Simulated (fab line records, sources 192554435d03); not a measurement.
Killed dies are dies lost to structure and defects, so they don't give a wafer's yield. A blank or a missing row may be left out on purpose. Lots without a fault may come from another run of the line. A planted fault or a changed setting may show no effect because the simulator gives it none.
Which tool did it? | flow n5_finfet | 24 lots, 72 wafers sampled, at 4 steps of a route of 1938

WHAT THE GAUGES READ, wafer by wafer
N5_BEOL_M14_THK_MEAS_50: measures by xrf. Usual: M14_THK 544 nm, standard deviation 16.
lot  | measured     | on            | M14_THK (nm) | flag
L076 | day 12 01:08 | film_metro-01 | 526 545 523  |
L074 | day 12 04:41 | film_metro-01 | 538 535 533  |
L075 | day 12 05:20 | film_metro-01 | 547 566 546  |
L077 | day 12 16:58 | film_metro-02 | 574 566 536  |
L078 | day 13 05:00 | film_metro-02 | 558 576 539  |
L079 | day 13 06:17 | film_metro-01 | 546 531 551  |
L080 | day 13 08:07 | film_metro-01 | 546 568 548  |
L081 | day 13 13:53 | film_metro-01 | 529 534 533  |
L083 | day 13 23:56 | film_metro-02 | 580 533 566  |
L084 | day 14 07:38 | film_metro-02 | 537 562 529  |
L082 | day 14 10:58 | film_metro-02 | 536 531 547  |
L085 | day 14 11:27 | film_metro-02 | 545 569 550  |
L086 | day 14 11:54 | film_metro-02 | 531 523 524  |
L087 | day 14 20:01 | film_metro-02 | 526 523 544  |
L089 | day 15 00:58 | film_metro-01 | 549 534 541  |
L088 | day 15 13:18 | film_metro-01 | 527 561 552  |
L092 | day 15 13:32 | film_metro-01 | 544 568 549  |
L091 | day 15 17:16 | film_metro-01 | 551 533 527  |
L090 | day 15 17:27 | film_metro-02 | 519 559 556  |
L093 | day 15 20:52 | film_metro-02 | 556 537 546  |
L094 | day 16 15:12 | film_metro-02 | 547 555 520  |
L095 | day 16 22:45 | film_metro-01 | 531 548 534  |
L096 | day 17 01:02 | film_metro-01 | 543 547 540  |
L097 | day 17 05:01 | film_metro-01 | 558 546 559  |

N5_BEOL_M14_INSPECT_55: inspects for defects (darkfield). Usual: raw_defect_count 75, standard deviation 26.
lot  | measured     | on                | raw_defect_count | flag
L076 | day 12 01:17 | defect_inspect-02 | 108 71 86        |
L074 | day 12 04:50 | defect_inspect-01 | 72 57 57         |
L075 | day 12 05:30 | defect_inspect-01 | 121 78 82        |
L077 | day 12 17:07 | defect_inspect-01 | 59 83 53         |
L078 | day 13 05:09 | defect_inspect-02 | 77 86 88         |
L079 | day 13 06:26 | defect_inspect-02 | 51 70 61         |
L080 | day 13 08:17 | defect_inspect-02 | 42 27 22         |
L081 | day 13 14:02 | defect_inspect-01 | 163 135 111      |
L083 | day 14 00:05 | defect_inspect-01 | 78 92 95         |
L084 | day 14 07:47 | defect_inspect-01 | 82 106 60        |
L082 | day 14 11:07 | defect_inspect-02 | 129 79 105       |
L085 | day 14 11:38 | defect_inspect-02 | 55 70 91         |
L086 | day 14 12:05 | defect_inspect-01 | 82 70 94         |
L087 | day 14 20:13 | defect_inspect-02 | 35 70 32         |
L089 | day 15 01:07 | defect_inspect-02 | 68 83 59         |
L088 | day 15 13:27 | defect_inspect-02 | 120 75 108       |
L092 | day 15 13:41 | defect_inspect-01 | 77 67 55         |
L091 | day 15 17:25 | defect_inspect-02 | 82 52 34         |
L090 | day 15 17:36 | defect_inspect-02 | 40 56 58         |
L093 | day 15 21:01 | defect_inspect-01 | 81 44 42         |
L094 | day 16 15:21 | defect_inspect-02 | 86 62 60         |
L095 | day 16 22:55 | defect_inspect-01 | 52 69 82         |
L096 | day 17 01:11 | defect_inspect-01 | 114 128 78       |
L097 | day 17 05:11 | defect_inspect-02 | 65 44 52         |

N5_BEOL_M15_OVL_MEAS_11. Usual: V14_OVL -5 nm, standard deviation 5.7.
lot  | measured     | on         | V14_OVL (nm) | flag
L076 | day 12 01:54 | overlay-01 | 4 4 7        |
L074 | day 12 05:35 | overlay-01 | -6 -7 -4     |
L075 | day 12 06:14 | overlay-01 | -10 -10 -11  |
L077 | day 12 17:52 | overlay-02 | -5 -3 0      |
L078 | day 13 05:54 | overlay-01 | -14 -12 -15  |
L079 | day 13 07:04 | overlay-01 | -1 -7 -1     |
L080 | day 13 09:02 | overlay-02 | 3 0 -1       |
L081 | day 13 14:47 | overlay-01 | -5 -7 -8     |
L083 | day 14 00:50 | overlay-02 | 7 2 7        |
L084 | day 14 08:24 | overlay-02 | -4 -5 -3     |
L082 | day 14 11:44 | overlay-02 | -2 -5 -2     |
L085 | day 14 12:23 | overlay-01 | -2 -7 -6     |
L086 | day 14 12:43 | overlay-02 | -4 0 -5      |
L087 | day 14 20:50 | overlay-02 | -9 -14 -8    |
L089 | day 15 01:46 | overlay-01 | -6 -11 -3    |
L088 | day 15 14:12 | overlay-01 | -2 -1 6      |
L092 | day 15 14:27 | overlay-01 | -7 -6 -9     |
L091 | day 15 18:10 | overlay-01 | 1 -1 0       |
L090 | day 15 18:13 | overlay-02 | -11 -6 5     |
L093 | day 15 21:53 | overlay-02 | 0 -9 9       |
L094 | day 16 16:06 | overlay-02 | 1 -4 2       |
L095 | day 16 23:39 | overlay-01 | 0 -9 -4      |
L096 | day 17 01:56 | overlay-02 | -3 -6 -11    |
L097 | day 17 05:55 | overlay-01 | -16 -9 -5    |

WHICH TOOL RAN EACH LOT (tool, then ch and the chambers of the sampled wafers, then the start)
lot  | N5_BEOL_M15_ILD_DEP_00
L076 | pecvd-01 ch 0,2, day 12 01:19
L074 | pecvd-02 ch 0,2, day 12 04:53
L075 | pecvd-02 ch 1,2, day 12 05:38
L077 | pecvd-02 ch 0,1, day 12 17:10
L078 | pecvd-01 ch 0,1,2, day 13 05:11
L079 | pecvd-01 ch 0,2, day 13 06:29
L080 | pecvd-02 ch 0,2, day 13 08:20
L081 | pecvd-04 ch 0,1,2, day 13 14:04
L083 | pecvd-02 ch 0,1,2, day 14 00:07
L084 | pecvd-04 ch 1,2, day 14 07:49
L082 | pecvd-02 ch 0,2, day 14 11:09
L085 | pecvd-01 ch 0,2, day 14 11:40
L086 | pecvd-02 ch 0,2, day 14 12:08
L087 | pecvd-02 ch 0,1, day 14 20:15
L089 | pecvd-02 ch 0,1,2, day 15 01:09
L088 | pecvd-04 ch 0,1,2, day 15 13:29
L092 | pecvd-02 ch 0,1,2, day 15 13:43
L091 | pecvd-01 ch 1,2, day 15 17:27
L090 | pecvd-04 ch 0,1,2, day 15 17:38
L093 | pecvd-02 ch 0,1, day 15 21:04
L094 | pecvd-02 ch 0,1,2, day 16 15:23
L095 | pecvd-02 ch 1,2, day 16 22:57
L096 | pecvd-04 ch 0,2, day 17 01:14
L097 | pecvd-01 ch 0,1, day 17 05:13
- N5_BEOL_M15_ILD_DEP_00: deposits SiO2 from TEOS/O2, target thk 1629.3 nm, time 346.1 s.

WHAT THE TOOLS THEMSELVES READ (means of the sampled wafers that have a number; where no wafer has one, the mark that the record gives instead)
N5_BEOL_M15_ILD_DEP_00. Usual: heater_power_w 566 W, standard deviation 110; showerhead_plenum_p_Torr 8.363 Torr, standard deviation 0.021; throttle_valve_pct 18.7 %, standard deviation 1.2.
lot  | tool     | heater_power_w (W) | showerhead_plenum_p_Torr (Torr) | throttle_valve_pct (%) | flag
L076 | pecvd-01 | 421                | 8.367                           | 18.9                   |
L074 | pecvd-02 | 580                | 8.356                           | 19.5                   |
L075 | pecvd-02 | 552                | 8.377                           | 17.9                   |
L077 | pecvd-02 | 626                | 8.360                           | 19.4                   |
L078 | pecvd-01 | 488                | 8.354                           | 17.9                   |
L079 | pecvd-01 | 550                | 8.358                           | 18.0                   |
L080 | pecvd-02 | 615                | 8.362                           | 20.0                   |
L081 | pecvd-04 | 523                | 8.379                           | 18.7                   |
L083 | pecvd-02 | 607                | 8.356                           | 19.0                   |
L084 | pecvd-04 | 590                | 8.372                           | 18.5                   |
L082 | pecvd-02 | 651                | 8.369                           | 20.0                   |
L085 | pecvd-01 | 473                | 8.361                           | 18.8                   |
L086 | pecvd-02 | 587                | 8.367                           | 19.6                   |
L087 | pecvd-02 | 587                | 8.366                           | 18.3                   |
L089 | pecvd-02 | 604                | 8.370                           | 19.0                   |
L088 | pecvd-04 | 606                | 8.371                           | 18.9                   |
L092 | pecvd-02 | 609                | 8.359                           | 18.9                   |
L091 | pecvd-01 | 605                | 8.331                           | 17.5                   |
L090 | pecvd-04 | 583                | 8.367                           | 18.8                   |
L093 | pecvd-02 | 653                | 8.351                           | 19.2                   |
L094 | pecvd-02 | 555                | 8.365                           | 19.1                   |
L095 | pecvd-02 | 581                | 8.372                           | 18.1                   |
L096 | pecvd-04 | 536                | 8.380                           | 18.7                   |
L097 | pecvd-01 | 483                | 8.348                           | 18.0                   |

THE ANSWER, worked out from the rows above alone
Rule: a lot is off if the mean of its wafers that have a number lies more than 3 standard deviations from the usual mean. A lot without any number at a reading at which 4 lots or more have one is off too. The other lots that the step has rows for count as sound. The gauges are gone through in route order, then the tools' own readings, and for those a lot's mean is taken as printed above. The first step at which some lot is off is used, and at that step the reading that is off furthest; a lot without a number counts as furthest.
No lot is off at any reading shown: from this, nothing can be told.

WHAT THE SIMULATOR HAD PUT IN
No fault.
